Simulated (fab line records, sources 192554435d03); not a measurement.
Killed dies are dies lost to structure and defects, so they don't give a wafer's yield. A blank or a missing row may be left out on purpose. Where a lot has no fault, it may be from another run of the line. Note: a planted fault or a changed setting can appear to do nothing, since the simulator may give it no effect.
What tool caused it? || flow n5Finfet || 24 lots with 72 wafers sampled at 5 steps, on a route of 1938 steps

## WHAT THE GAUGES SHOWED, per wafer
N5_BEOL_M3_OCD_MEAS_38. Usual: trenchDepthNm 56.0 nm, standard deviation 1.1.
{"lot": "L075", "measured": "day 7 20:47", "on": "ocd-02", "trenchDepthNm (nm)": "56.4 54.1 56.8", "flag": ""}
{"lot": "L076", "measured": "day 8 02:11", "on": "ocd-02", "trenchDepthNm (nm)": "56.0 53.9 54.4", "flag": ""}
{"lot": "L074", "measured": "day 8 05:19", "on": "ocd-01", "trenchDepthNm (nm)": "55.6 56.2 55.7", "flag": ""}
{"lot": "L077", "measured": "day 8 11:47", "on": "ocd-01", "trenchDepthNm (nm)": "54.0 55.6 57.0", "flag": ""}
{"lot": "L078", "measured": "day 8 21:53", "on": "ocd-01", "trenchDepthNm (nm)": "54.7 57.8 56.7", "flag": ""}
{"lot": "L079", "measured": "day 9 06:57", "on": "ocd-02", "trenchDepthNm (nm)": "56.3 56.7 55.9", "flag": ""}
{"lot": "L080", "measured": "day 9 12:07", "on": "ocd-02", "trenchDepthNm (nm)": "58.7 56.2 57.6", "flag": ""}
{"lot": "L083", "measured": "day 9 15:51", "on": "ocd-02", "trenchDepthNm (nm)": "54.5 55.2 56.9", "flag": ""}
{"lot": "L081", "measured": "day 10 00:24", "on": "ocd-01", "trenchDepthNm (nm)": "55.3 55.7 54.0", "flag": ""}
{"lot": "L084", "measured": "day 10 18:05", "on": "ocd-02", "trenchDepthNm (nm)": "55.4 57.0 55.9", "flag": ""}
{"lot": "L082", "measured": "day 10 19:59", "on": "ocd-02", "trenchDepthNm (nm)": "54.9 56.5 56.6", "flag": ""}
{"lot": "L085", "measured": "day 10 21:07", "on": "ocd-01", "trenchDepthNm (nm)": "56.3 57.4 55.6", "flag": ""}
{"lot": "L088", "measured": "day 10 22:44", "on": "ocd-02", "trenchDepthNm (nm)": "56.8 55.5 57.5", "flag": ""}
{"lot": "L086", "measured": "day 11 03:02", "on": "ocd-02", "trenchDepthNm (nm)": "57.1 57.3 55.6", "flag": ""}
{"lot": "L087", "measured": "day 11 10:41", "on": "ocd-01", "trenchDepthNm (nm)": "58.3 56.8 56.1", "flag": ""}
{"lot": "L089", "measured": "day 11 10:49", "on": "ocd-01", "trenchDepthNm (nm)": "56.0 55.4 56.2", "flag": ""}
{"lot": "L090", "measured": "day 11 19:20", "on": "ocd-01", "trenchDepthNm (nm)": "56.7 54.7 56.8", "flag": ""}
{"lot": "L092", "measured": "day 12 08:08", "on": "ocd-02", "trenchDepthNm (nm)": "55.2 56.4 55.7", "flag": ""}
{"lot": "L093", "measured": "day 12 11:29", "on": "ocd-02", "trenchDepthNm (nm)": "56.1 57.7 57.5", "flag": ""}
{"lot": "L091", "measured": "day 12 13:35", "on": "ocd-02", "trenchDepthNm (nm)": "56.1 57.1 54.1", "flag": ""}
{"lot": "L095", "measured": "day 12 14:16", "on": "ocd-02", "trenchDepthNm (nm)": "56.6 56.9 55.3", "flag": ""}
{"lot": "L094", "measured": "day 13 01:43", "on": "ocd-02", "trenchDepthNm (nm)": "56.3 55.7 55.7", "flag": ""}
{"lot": "L096", "measured": "day 13 16:04", "on": "ocd-01", "trenchDepthNm (nm)": "56.8 55.7 56.4", "flag": ""}
{"lot": "L097", "measured": "day 13 19:25", "on": "ocd-02", "trenchDepthNm (nm)": "55.8 57.3 57.4", "flag": ""}

N5_BEOL_M3_THK_MEAS_53: measures by xrf. Usual: M3_THK typically reads 39.2 nm, with standard deviation 1.7.
{"lot": "L075", "measured": "day 8 01:37", "on": "filmMetro-02", "M3_THK (nm)": "42.4 40.0 41.8", "flag": ""}
{"lot": "L076", "measured": "day 8 05:28", "on": "filmMetro-02", "M3_THK (nm)": "40.0 37.7 40.1", "flag": ""}
{"lot": "L074", "measured": "day 8 09:53", "on": "filmMetro-01", "M3_THK (nm)": "40.2 40.1 41.3", "flag": ""}
{"lot": "L077", "measured": "day 8 15:42", "on": "filmMetro-02", "M3_THK (nm)": "38.7 37.7 39.2", "flag": ""}
{"lot": "L078", "measured": "day 9 02:25", "on": "filmMetro-02", "M3_THK (nm)": "39.7 38.9 39.5", "flag": ""}
{"lot": "L079", "measured": "day 9 10:43", "on": "filmMetro-02", "M3_THK (nm)": "40.9 40.7 40.6", "flag": ""}
{"lot": "L080", "measured": "day 9 15:52", "on": "filmMetro-02", "M3_THK (nm)": "38.3 39.5 40.9", "flag": ""}
{"lot": "L083", "measured": "day 9 19:50", "on": "filmMetro-01", "M3_THK (nm)": "34.6 36.3 37.1", "flag": ""}
{"lot": "L081", "measured": "day 10 06:11", "on": "filmMetro-02", "M3_THK (nm)": "38.7 40.3 38.3", "flag": ""}
{"lot": "L084", "measured": "day 10 21:55", "on": "filmMetro-02", "M3_THK (nm)": "36.5 37.3 39.2", "flag": ""}
{"lot": "L082", "measured": "day 10 23:54", "on": "filmMetro-02", "M3_THK (nm)": "36.4 38.3 36.4", "flag": ""}
{"lot": "L085", "measured": "day 11 01:15", "on": "filmMetro-01", "M3_THK (nm)": "37.9 38.4 40.8", "flag": ""}
{"lot": "L088", "measured": "day 11 02:41", "on": "filmMetro-01", "M3_THK (nm)": "38.4 38.0 41.8", "flag": ""}
{"lot": "L086", "measured": "day 11 08:20", "on": "filmMetro-02", "M3_THK (nm)": "37.3 40.4 39.0", "flag": ""}
{"lot": "L087", "measured": "day 11 14:21", "on": "filmMetro-02", "M3_THK (nm)": "40.0 40.2 40.7", "flag": ""}
{"lot": "L089", "measured": "day 11 14:37", "on": "filmMetro-01", "M3_THK (nm)": "37.1 39.2 39.3", "flag": ""}
{"lot": "L090", "measured": "day 11 23:08", "on": "filmMetro-01", "M3_THK (nm)": "39.0 39.3 39.3", "flag": ""}
{"lot": "L092", "measured": "day 12 11:55", "on": "filmMetro-01", "M3_THK (nm)": "38.5 40.0 40.0", "flag": ""}
{"lot": "L093", "measured": "day 12 15:29", "on": "filmMetro-01", "M3_THK (nm)": "39.1 36.8 40.3", "flag": ""}
{"lot": "L091", "measured": "day 12 17:37", "on": "filmMetro-02", "M3_THK (nm)": "40.1 38.1 39.8", "flag": ""}
{"lot": "L095", "measured": "day 12 17:53", "on": "filmMetro-02", "M3_THK (nm)": "37.8 38.7 39.0", "flag": ""}
{"lot": "L094", "measured": "day 13 07:07", "on": "filmMetro-02", "M3_THK (nm)": "37.8 41.2 39.4", "flag": ""}
{"lot": "L096", "measured": "day 13 20:04", "on": "filmMetro-01", "M3_THK (nm)": "40.0 39.0 41.6", "flag": ""}
{"lot": "L097", "measured": "day 14 00:35", "on": "filmMetro-02", "M3_THK (nm)": "35.8 36.8 39.4", "flag": ""}

## WHAT TOOL EACH LOT RAN ON (gives the tool, then ch and the chambers of the sampled wafers, and finally the start)
{"lot": "L075", "N5_BEOL_M3_DEGAS_44": "pvdSputter-01, day 7 21:15", "N5_BEOL_M3_PRE_CLEAN_45": "pvdSputter-01, day 7 21:17", "N5_BEOL_M3_SURFACE_TREAT_85": "pvdSputter-01, day 7 21:38"}
{"lot": "L076", "N5_BEOL_M3_DEGAS_44": "pvdSputter-02, day 8 02:23", "N5_BEOL_M3_PRE_CLEAN_45": "pvdSputter-02, day 8 02:26", "N5_BEOL_M3_SURFACE_TREAT_85": "pvdSputter-02, day 8 02:43"}
{"lot": "L074", "N5_BEOL_M3_DEGAS_44": "pvdSputter-01, day 8 05:46", "N5_BEOL_M3_PRE_CLEAN_45": "pvdSputter-01, day 8 05:48", "N5_BEOL_M3_SURFACE_TREAT_85": "pvdSputter-02, day 8 06:11"}
{"lot": "L077", "N5_BEOL_M3_DEGAS_44": "pvdSputter-03, day 8 12:13", "N5_BEOL_M3_PRE_CLEAN_45": "pvdSputter-03, day 8 12:15", "N5_BEOL_M3_SURFACE_TREAT_85": "pvdSputter-03, day 8 12:37"}
{"lot": "L078", "N5_BEOL_M3_DEGAS_44": "pvdSputter-02, day 8 22:31", "N5_BEOL_M3_PRE_CLEAN_45": "pvdSputter-02, day 8 22:33", "N5_BEOL_M3_SURFACE_TREAT_85": "pvdSputter-03, day 8 22:55"}
{"lot": "L079", "N5_BEOL_M3_DEGAS_44": "pvdSputter-01, day 9 07:17", "N5_BEOL_M3_PRE_CLEAN_45": "pvdSputter-01, day 9 07:20", "N5_BEOL_M3_SURFACE_TREAT_85": "pvdSputter-02, day 9 07:46"}
{"lot": "L080", "N5_BEOL_M3_DEGAS_44": "pvdSputter-03, day 9 12:40", "N5_BEOL_M3_PRE_CLEAN_45": "pvdSputter-03, day 9 12:42", "N5_BEOL_M3_SURFACE_TREAT_85": "pvdSputter-01, day 9 12:59"}
{"lot": "L083", "N5_BEOL_M3_DEGAS_44": "pvdSputter-02, day 9 16:05", "N5_BEOL_M3_PRE_CLEAN_45": "pvdSputter-02, day 9 16:08", "N5_BEOL_M3_SURFACE_TREAT_85": "pvdSputter-01, day 9 16:32"}
{"lot": "L081", "N5_BEOL_M3_DEGAS_44": "pvdSputter-02, day 10 00:52", "N5_BEOL_M3_PRE_CLEAN_45": "pvdSputter-02, day 10 00:54", "N5_BEOL_M3_SURFACE_TREAT_85": "pvdSputter-02, day 10 01:16"}
{"lot": "L084", "N5_BEOL_M3_DEGAS_44": "pvdSputter-03, day 10 18:29", "N5_BEOL_M3_PRE_CLEAN_45": "pvdSputter-03, day 10 18:32", "N5_BEOL_M3_SURFACE_TREAT_85": "pvdSputter-03, day 10 18:53"}
{"lot": "L082", "N5_BEOL_M3_DEGAS_44": "pvdSputter-02, day 10 20:29", "N5_BEOL_M3_PRE_CLEAN_45": "pvdSputter-02, day 10 20:32", "N5_BEOL_M3_SURFACE_TREAT_85": "pvdSputter-02, day 10 20:52"}
{"lot": "L085", "N5_BEOL_M3_DEGAS_44": "pvdSputter-03, day 10 21:49", "N5_BEOL_M3_PRE_CLEAN_45": "pvdSputter-03, day 10 21:51", "N5_BEOL_M3_SURFACE_TREAT_85": "pvdSputter-03, day 10 22:17"}
{"lot": "L088", "N5_BEOL_M3_DEGAS_44": "pvdSputter-02, day 10 23:21", "N5_BEOL_M3_PRE_CLEAN_45": "pvdSputter-02, day 10 23:23", "N5_BEOL_M3_SURFACE_TREAT_85": "pvdSputter-02, day 10 23:51"}
{"lot": "L086", "N5_BEOL_M3_DEGAS_44": "pvdSputter-03, day 11 03:17", "N5_BEOL_M3_PRE_CLEAN_45": "pvdSputter-03, day 11 03:20", "N5_BEOL_M3_SURFACE_TREAT_85": "pvdSputter-03, day 11 04:00"}
{"lot": "L087", "N5_BEOL_M3_DEGAS_44": "pvdSputter-02, day 11 11:12", "N5_BEOL_M3_PRE_CLEAN_45": "pvdSputter-02, day 11 11:14", "N5_BEOL_M3_SURFACE_TREAT_85": "pvdSputter-02, day 11 11:35"}
{"lot": "L089", "N5_BEOL_M3_DEGAS_44": "pvdSputter-03, day 11 11:13", "N5_BEOL_M3_PRE_CLEAN_45": "pvdSputter-03, day 11 11:16", "N5_BEOL_M3_SURFACE_TREAT_85": "pvdSputter-01, day 11 11:37"}
{"lot": "L090", "N5_BEOL_M3_DEGAS_44": "pvdSputter-03, day 11 19:44", "N5_BEOL_M3_PRE_CLEAN_45": "pvdSputter-03, day 11 19:47", "N5_BEOL_M3_SURFACE_TREAT_85": "pvdSputter-01, day 11 20:17"}
{"lot": "L092", "N5_BEOL_M3_DEGAS_44": "pvdSputter-03, day 12 08:40", "N5_BEOL_M3_PRE_CLEAN_45": "pvdSputter-03, day 12 08:42", "N5_BEOL_M3_SURFACE_TREAT_85": "pvdSputter-01, day 12 09:01"}
{"lot": "L093", "N5_BEOL_M3_DEGAS_44": "pvdSputter-02, day 12 12:02", "N5_BEOL_M3_PRE_CLEAN_45": "pvdSputter-02, day 12 12:05", "N5_BEOL_M3_SURFACE_TREAT_85": "pvdSputter-02, day 12 12:25"}
{"lot": "L091", "N5_BEOL_M3_DEGAS_44": "pvdSputter-03, day 12 14:31", "N5_BEOL_M3_PRE_CLEAN_45": "pvdSputter-03, day 12 14:34", "N5_BEOL_M3_SURFACE_TREAT_85": "pvdSputter-02, day 12 14:51"}
{"lot": "L095", "N5_BEOL_M3_DEGAS_44": "pvdSputter-02, day 12 14:36", "N5_BEOL_M3_PRE_CLEAN_45": "pvdSputter-02, day 12 14:38", "N5_BEOL_M3_SURFACE_TREAT_85": "pvdSputter-03, day 12 14:56"}
{"lot": "L094", "N5_BEOL_M3_DEGAS_44": "pvdSputter-03, day 13 02:17", "N5_BEOL_M3_PRE_CLEAN_45": "pvdSputter-03, day 13 02:20", "N5_BEOL_M3_SURFACE_TREAT_85": "pvdSputter-03, day 13 04:19"}
{"lot": "L096", "N5_BEOL_M3_DEGAS_44": "pvdSputter-03, day 13 16:34", "N5_BEOL_M3_PRE_CLEAN_45": "pvdSputter-03, day 13 16:37", "N5_BEOL_M3_SURFACE_TREAT_85": "pvdSputter-02, day 13 17:09"}
{"lot": "L097", "N5_BEOL_M3_DEGAS_44": "pvdSputter-01, day 13 19:38", "N5_BEOL_M3_PRE_CLEAN_45": "pvdSputter-01, day 13 19:41", "N5_BEOL_M3_SURFACE_TREAT_85": "pvdSputter-01, day 13 20:17"}
- N5_BEOL_M3_DEGAS_44: time 60 s.
- N5_BEOL_M3_PRE_CLEAN_45: time 30 s.
- N5_BEOL_M3_SURFACE_TREAT_85

## WHAT THE TOOLS THEMSELVES READ (means of the sampled wafers that have a number; where no wafer has one, the mark that the record gives instead)
N5_BEOL_M3_DEGAS_44. Usual: heaterPowerW 328 W, standard deviation 28.
{"lot": "L075", "tool": "pvdSputter-01", "heaterPowerW (W)": 316, "flag": ""}
{"lot": "L076", "tool": "pvdSputter-02", "heaterPowerW (W)": 330, "flag": ""}
{"lot": "L074", "tool": "pvdSputter-01", "heaterPowerW (W)": 310, "flag": ""}
{"lot": "L077", "tool": "pvdSputter-03", "heaterPowerW (W)": 316, "flag": ""}
{"lot": "L078", "tool": "pvdSputter-02", "heaterPowerW (W)": 327, "flag": ""}
{"lot": "L079", "tool": "pvdSputter-01", "heaterPowerW (W)": 318, "flag": ""}
{"lot": "L080", "tool": "pvdSputter-03", "heaterPowerW (W)": 340, "flag": ""}
{"lot": "L083", "tool": "pvdSputter-02", "heaterPowerW (W)": 328, "flag": ""}
{"lot": "L081", "tool": "pvdSputter-02", "heaterPowerW (W)": 323, "flag": ""}
{"lot": "L084", "tool": "pvdSputter-03", "heaterPowerW (W)": 326, "flag": ""}
{"lot": "L082", "tool": "pvdSputter-02", "heaterPowerW (W)": 318, "flag": ""}
{"lot": "L085", "tool": "pvdSputter-03", "heaterPowerW (W)": 320, "flag": ""}
{"lot": "L088", "tool": "pvdSputter-02", "heaterPowerW (W)": 287, "flag": ""}
{"lot": "L086", "tool": "pvdSputter-03", "heaterPowerW (W)": 358, "flag": ""}
{"lot": "L087", "tool": "pvdSputter-02", "heaterPowerW (W)": 348, "flag": ""}
{"lot": "L089", "tool": "pvdSputter-03", "heaterPowerW (W)": 358, "flag": ""}
{"lot": "L090", "tool": "pvdSputter-03", "heaterPowerW (W)": 319, "flag": ""}
{"lot": "L092", "tool": "pvdSputter-03", "heaterPowerW (W)": 350, "flag": ""}
{"lot": "L093", "tool": "pvdSputter-02", "heaterPowerW (W)": 297, "flag": ""}
{"lot": "L091", "tool": "pvdSputter-03", "heaterPowerW (W)": 320, "flag": ""}
{"lot": "L095", "tool": "pvdSputter-02", "heaterPowerW (W)": 337, "flag": ""}
{"lot": "L094", "tool": "pvdSputter-03", "heaterPowerW (W)": 332, "flag": ""}
{"lot": "L096", "tool": "pvdSputter-03", "heaterPowerW (W)": 340, "flag": ""}
{"lot": "L097", "tool": "pvdSputter-01", "heaterPowerW (W)": 327, "flag": ""}

N5_BEOL_M3_PRE_CLEAN_45. Usual: heaterPowerW 328 W, standard deviation 28.
{"lot": "L075", "tool": "pvdSputter-01", "heaterPowerW (W)": 313, "flag": ""}
{"lot": "L076", "tool": "pvdSputter-02", "heaterPowerW (W)": 325, "flag": ""}
{"lot": "L074", "tool": "pvdSputter-01", "heaterPowerW (W)": 306, "flag": ""}
{"lot": "L077", "tool": "pvdSputter-03", "heaterPowerW (W)": 324, "flag": ""}
{"lot": "L078", "tool": "pvdSputter-02", "heaterPowerW (W)": 322, "flag": ""}
{"lot": "L079", "tool": "pvdSputter-01", "heaterPowerW (W)": 313, "flag": ""}
{"lot": "L080", "tool": "pvdSputter-03", "heaterPowerW (W)": 336, "flag": ""}
{"lot": "L083", "tool": "pvdSputter-02", "heaterPowerW (W)": 328, "flag": ""}
{"lot": "L081", "tool": "pvdSputter-02", "heaterPowerW (W)": 326, "flag": ""}
{"lot": "L084", "tool": "pvdSputter-03", "heaterPowerW (W)": 333, "flag": ""}
{"lot": "L082", "tool": "pvdSputter-02", "heaterPowerW (W)": 314, "flag": ""}
{"lot": "L085", "tool": "pvdSputter-03", "heaterPowerW (W)": 324, "flag": ""}
{"lot": "L088", "tool": "pvdSputter-02", "heaterPowerW (W)": 296, "flag": ""}
{"lot": "L086", "tool": "pvdSputter-03", "heaterPowerW (W)": 355, "flag": ""}
{"lot": "L087", "tool": "pvdSputter-02", "heaterPowerW (W)": 352, "flag": ""}
{"lot": "L089", "tool": "pvdSputter-03", "heaterPowerW (W)": 364, "flag": ""}
{"lot": "L090", "tool": "pvdSputter-03", "heaterPowerW (W)": 320, "flag": ""}
{"lot": "L092", "tool": "pvdSputter-03", "heaterPowerW (W)": 348, "flag": ""}
{"lot": "L093", "tool": "pvdSputter-02", "heaterPowerW (W)": 297, "flag": ""}
{"lot": "L091", "tool": "pvdSputter-03", "heaterPowerW (W)": 320, "flag": ""}
{"lot": "L095", "tool": "pvdSputter-02", "heaterPowerW (W)": 333, "flag": ""}
{"lot": "L094", "tool": "pvdSputter-03", "heaterPowerW (W)": 334, "flag": ""}
{"lot": "L096", "tool": "pvdSputter-03", "heaterPowerW (W)": 338, "flag": ""}
{"lot": "L097", "tool": "pvdSputter-01", "heaterPowerW (W)": 324, "flag": ""}

N5_BEOL_M3_SURFACE_TREAT_85. Usual: arFlowSccm 29.99 sccm, standard deviation 0.096.
{"lot": "L075", "tool": "pvdSputter-01", "arFlowSccm (sccm)": 29.85, "flag": ""}
{"lot": "L076", "tool": "pvdSputter-02", "arFlowSccm (sccm)": 30.02, "flag": ""}
{"lot": "L074", "tool": "pvdSputter-02", "arFlowSccm (sccm)": 30.12, "flag": ""}
{"lot": "L077", "tool": "pvdSputter-03", "arFlowSccm (sccm)": 30.08, "flag": ""}
{"lot": "L078", "tool": "pvdSputter-03", "arFlowSccm (sccm)": 29.97, "flag": ""}
{"lot": "L079", "tool": "pvdSputter-02", "arFlowSccm (sccm)": 29.96, "flag": ""}
{"lot": "L080", "tool": "pvdSputter-01", "arFlowSccm (sccm)": 29.95, "flag": ""}
{"lot": "L083", "tool": "pvdSputter-01", "arFlowSccm (sccm)": 29.95, "flag": ""}
{"lot": "L081", "tool": "pvdSputter-02", "arFlowSccm (sccm)": 29.98, "flag": ""}
{"lot": "L084", "tool": "pvdSputter-03", "arFlowSccm (sccm)": 30.04, "flag": ""}
{"lot": "L082", "tool": "pvdSputter-02", "arFlowSccm (sccm)": 29.93, "flag": ""}
{"lot": "L085", "tool": "pvdSputter-03", "arFlowSccm (sccm)": 30.05, "flag": ""}
{"lot": "L088", "tool": "pvdSputter-02", "arFlowSccm (sccm)": 29.94, "flag": ""}
{"lot": "L086", "tool": "pvdSputter-03", "arFlowSccm (sccm)": 30.07, "flag": ""}
{"lot": "L087", "tool": "pvdSputter-02", "arFlowSccm (sccm)": 30.02, "flag": ""}
{"lot": "L089", "tool": "pvdSputter-01", "arFlowSccm (sccm)": 29.95, "flag": ""}
{"lot": "L090", "tool": "pvdSputter-01", "arFlowSccm (sccm)": 30.00, "flag": ""}
{"lot": "L092", "tool": "pvdSputter-01", "arFlowSccm (sccm)": 30.05, "flag": ""}
{"lot": "L093", "tool": "pvdSputter-02", "arFlowSccm (sccm)": 30.00, "flag": ""}
{"lot": "L091", "tool": "pvdSputter-02", "arFlowSccm (sccm)": 30.08, "flag": ""}
{"lot": "L095", "tool": "pvdSputter-03", "arFlowSccm (sccm)": 30.03, "flag": ""}
{"lot": "L094", "tool": "pvdSputter-03", "arFlowSccm (sccm)": 30.02, "flag": ""}
{"lot": "L096", "tool": "pvdSputter-02", "arFlowSccm (sccm)": 29.88, "flag": ""}
{"lot": "L097", "tool": "pvdSputter-01", "arFlowSccm (sccm)": 29.93, "flag": ""}

## THE ANSWER, worked out from the rows above alone
Rule: lot off if the mean of its wafers having a number is beyond 3 standard deviations from the usual mean. A lot without any number at a reading at which 4 lots or more have one is off too. All remaining lots with rows at the step are treated as sound. The gauges are gone through in route order, then the tools' own readings, and for those a lot's mean is taken as printed above. The first step at which some lot is off is used, and at that step the reading that is off furthest; a lot without a number counts as furthest.
No lot is off on any of the readings shown, so nothing can be concluded from this.

## WHAT THE SIMULATOR HAD INSERTED
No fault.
